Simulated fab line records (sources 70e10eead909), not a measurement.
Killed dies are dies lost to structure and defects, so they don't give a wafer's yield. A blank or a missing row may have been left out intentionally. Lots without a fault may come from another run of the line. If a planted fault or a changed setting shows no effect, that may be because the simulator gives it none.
The tool behind it: which one? -- flow nand-harc -- 13 lots, 39 wafers sampled, at 5 steps of a route of 1159

WHAT THE GAUGES SHOWED, per wafer
NHARC_A_CHANNEL_HOLE_D1_CD_MEAS_30. Usual: cd-nm at 90.4 nm, with a standard deviation of 1.7.
lot,measured,on,cd-nm (nm),flag
L368,day 8 11:37,cd-sem-03,91.3 88.5 93.2,
L372,day 9 07:48,cd-sem-02,92.8 88.4 91.6,
L370,day 9 07:55,cd-sem-03,90.4 89.2 89.5,
L369,day 9 11:57,cd-sem-01,90.7 92.4 90.9,
L371,day 9 17:04,cd-sem-03,88.9 87.6 87.9,
L374,day 10 06:52,cd-sem-03,90.9 92.0 89.0,
L377,day 11 03:14,cd-sem-03,89.8 90.6 91.2,
L381,day 12 09:07,cd-sem-03,89.7 92.7 88.1,
L378,day 12 09:25,cd-sem-03,92.8 91.8 88.4,
L383,day 12 22:28,cd-sem-01,93.1 89.6 87.5,
L387,day 13 06:45,cd-sem-01,88.4 88.7 89.4,
L386,day 13 07:40,cd-sem-01,92.5 90.0 89.7,
L390,day 14 11:23,cd-sem-02,89.1 88.9 92.8,

NHARC_END_SORT_01. Usual: killed-at-array 29, standard deviation 10; killed-at-other 0.7, standard deviation 1.1; killed-at-periphery 3.3, standard deviation 2.4; killed-dies 33, standard deviation 11; killed-open 3.3, standard deviation 2; killed-short 1.9, standard deviation 1.3.
lot,measured,on,killed-at-array,killed-at-other,killed-at-periphery,killed-dies,killed-open,killed-short,flag
L377,day 22 01:53,prober-01,676 675 677,0 0 0,1 2 0,677 677 677,2 4 1,3 2 1,OFF
L381,day 23 21:31,prober-02,673 672 672,0 1 0,4 4 5,677 677 677,5 5 5,2 2 1,OFF
L378,day 23 22:22,prober-01,671 669 671,2 1 1,4 7 5,677 677 677,2 9 2,0 2 1,OFF

WHICH TOOL RAN EACH LOT (tool, then ch and the chambers of the sampled wafers, then the start)
lot,NHARC_A_CHANNEL_FILL_D1_ALD_14,NHARC_A_CHANNEL_FILL_D1_STRIP_28,NHARC_A_CHANNEL_FILL_D1_CVD_05
L368,"ald-hk-02 ch 0,1,2, day 8 19:00","rie-diel-13 ch 1,2,3, day 9 12:56","lpcvd-poly-04 ch 0, day 9 15:29"
L372,"ald-hk-02 ch 2,3, day 9 16:29","rie-diel-12 ch 1,2,3, day 10 09:29","lpcvd-poly-03 ch 0, day 10 11:58"
L370,"ald-hk-01 ch 0,2, day 9 16:29","rie-diel-03 ch 1,3, day 10 09:29","lpcvd-poly-03 ch 0, day 10 11:58"
L369,"ald-hk-02 ch 1,2, day 9 19:25","rie-diel-12 ch 0,2, day 10 14:15","lpcvd-poly-01 ch 0, day 10 16:48"
L371,"ald-hk-02 ch 0,1, day 10 00:29","rie-diel-13 ch 0,1, day 10 17:25","lpcvd-poly-04 ch 0, day 10 19:58"
L374,"ald-hk-04 ch 1,2,3, day 10 15:53","rie-diel-12 ch 1,3, day 11 10:19","lpcvd-poly-01 ch 0, day 11 12:52"
L377,"ald-hk-01 ch 0,1, day 11 10:41","rie-diel-13 ch 0,3, day 12 03:56","lpcvd-poly-01, day 12 06:29"
L381,"ald-hk-01 ch 0,2,3, day 12 17:10","rie-diel-12 ch 0,1,3, day 13 10:11","lpcvd-poly-01, day 13 12:44"
L378,"ald-hk-01 ch 0,1,3, day 12 17:01","rie-diel-03 ch 2,3, day 13 10:12","lpcvd-poly-01, day 13 12:44"
L383,"ald-hk-02 ch 0,2,3, day 13 05:08","rie-diel-12 ch 1,2,3, day 13 22:34","lpcvd-poly-01 ch 0, day 14 01:07"
L387,"ald-hk-02 ch 0,2, day 13 14:13","rie-diel-13 ch 1,2, day 14 07:21","lpcvd-poly-01 ch 0, day 14 09:54"
L386,"ald-hk-01 ch 0,1,3, day 13 14:11","rie-diel-12 ch 0,1,2, day 14 07:22","lpcvd-poly-01 ch 0, day 14 09:54"
L390,"ald-hk-04 ch 0,1,2, day 14 18:47","rie-diel-12 ch 0,2,3, day 15 12:07","lpcvd-poly-01 ch 0, day 15 14:39"
- NHARC_A_CHANNEL_FILL_D1_ALD_14: deposits SiO2, target thk 2.5 nm, pulse time 10 s, ald cycles 25.
- NHARC_A_CHANNEL_FILL_D1_STRIP_28: strips in O2, time 20 s.
- NHARC_A_CHANNEL_FILL_D1_CVD_05: deposits poly-Si, target thk 5 nm.

AS READ BY THE TOOLS THEMSELVES (means over the sampled wafers that have a number; for cases with no such wafer, the mark the record gives instead)
NHARC_A_CHANNEL_FILL_D1_ALD_14. Usual: heater-power-w 475 W, standard deviation 46; precursor-pulse-height-rel 0.997, standard deviation 0.02.
lot,tool,heater-power-w (W),precursor-pulse-height-rel,flag
L368,ald-hk-02,526,0.984,
L372,ald-hk-02,543,1.003,
L370,ald-hk-01,492,0.996,
L369,ald-hk-02,536,0.992,
L371,ald-hk-02,478,0.993,
L374,ald-hk-04,441,0.981,
L377,ald-hk-01,418,1.002,
L381,ald-hk-01,480,0.998,
L378,ald-hk-01,448,0.998,
L383,ald-hk-02,497,0.999,
L387,ald-hk-02,489,0.994,
L386,ald-hk-01,443,1.013,
L390,ald-hk-04,462,0.998,

NHARC_A_CHANNEL_FILL_D1_STRIP_28. Usual: drypump-motor-current-A 5.6 A, standard deviation 0.63; o2-flow-sccm 500.1 sccm, standard deviation 1.6; oes-product-au 1.001 a.u., standard deviation 0.014; rf-vpp-V 57.9 V, standard deviation 0.91; showerhead-plenum-p-Torr 3.57 Torr, standard deviation 0.14; throttle-valve-pct 17.036 %, standard deviation 0.0081.
lot,tool,drypump-motor-current-A (A),o2-flow-sccm (sccm),oes-product-au (a.u.),rf-vpp-V (V),showerhead-plenum-p-Torr (Torr),throttle-valve-pct (%),flag
L368,rie-diel-13,5.8,499.8,1.007,57.5,3.59,17.032,
L372,rie-diel-12,5.4,498.6,0.996,58.3,3.67,17.033,
L370,rie-diel-03,6.4,500.9,1.008,57.7,3.44,17.033,
L369,rie-diel-12,5.0,500.7,1.002,58.4,3.60,17.032,
L371,rie-diel-13,5.6,501.1,1.003,58.2,3.56,17.031,
L374,rie-diel-12,5.9,500.3,0.995,59.3,3.76,17.039,
L377,rie-diel-13,5.8,500.5,0.990,57.6,3.48,17.037,
L381,rie-diel-12,5.5,500.4,1.010,58.5,3.71,17.039,
L378,rie-diel-03,6.3,499.5,1.003,57.4,3.49,17.037,
L383,rie-diel-12,5.4,502.0,0.998,58.6,3.66,17.043,
L387,rie-diel-13,5.7,499.6,1.001,57.0,3.56,17.037,
L386,rie-diel-12,5.0,499.7,1.001,58.2,3.61,17.035,
L390,rie-diel-12,5.3,500.8,1.007,57.8,3.65,17.042,

NHARC_A_CHANNEL_FILL_D1_CVD_05. Usual: spike-tc-bottom-C 570.4 C, standard deviation 1.5; spike-tc-centre-C 551.2 C, standard deviation 1.1; spike-tc-lower-C 550.3 C, standard deviation 1.1.
lot,tool,spike-tc-bottom-C (C),spike-tc-centre-C (C),spike-tc-lower-C (C),flag
L368,lpcvd-poly-04,569.0,550.1,550.2,
L372,lpcvd-poly-03,572.0,551.4,549.5,
L370,lpcvd-poly-03,571.6,552.6,548.8,
L369,lpcvd-poly-01,570.2,550.9,550.2,
L371,lpcvd-poly-04,570.7,551.7,549.9,
L374,lpcvd-poly-01,568.8,550.5,550.7,
L377,lpcvd-poly-01,-,-,-,OFF
L381,lpcvd-poly-01,-,-,-,OFF
L378,lpcvd-poly-01,-,-,-,OFF
L383,lpcvd-poly-01,570.2,549.8,551.5,
L387,lpcvd-poly-01,569.5,551.0,550.8,
L386,lpcvd-poly-01,569.8,550.0,550.6,
L390,lpcvd-poly-01,570.0,551.3,551.2,

THE ANSWER, worked out from the rows above alone
Rule: a lot is off if the mean of its wafers that have a number lies more than 3 standard deviations from the usual mean. Also off: a lot with no number at a reading for which 4 or more lots have one. The other lots that the step has rows for count as sound. After the gauges, taken in route order, come the tools' own readings; for these a lot's mean is taken, as printed above. The first step at which some lot is off is used, and at that step the reading that is off furthest; a lot without a number counts as furthest.
Off, at NHARC_END_SORT_01 on killed-at-array: L377, L381, L378. Neither off nor sound, because the step has no rows for them: L368, L372, L370, L369, L371, L374, L383, L387, L386, L390.
A tool fits if, at a process step before that reading, it ran every lot that is off, and no sound lot after the first of them. The gauges at NHARC_END_SORT_01 aren't tried: what is off there is off at NHARC_A_CHANNEL_FILL_D1_CVD_05 too, on other tools, and a gauge's error can't cause that. This does not decide it: 2 tools fit, namely ald-hk-01 at NHARC_A_CHANNEL_FILL_D1_ALD_14 and lpcvd-poly-01 at NHARC_A_CHANNEL_FILL_D1_CVD_05.

WHAT HAD BEEN PUT IN BY THE SIMULATOR
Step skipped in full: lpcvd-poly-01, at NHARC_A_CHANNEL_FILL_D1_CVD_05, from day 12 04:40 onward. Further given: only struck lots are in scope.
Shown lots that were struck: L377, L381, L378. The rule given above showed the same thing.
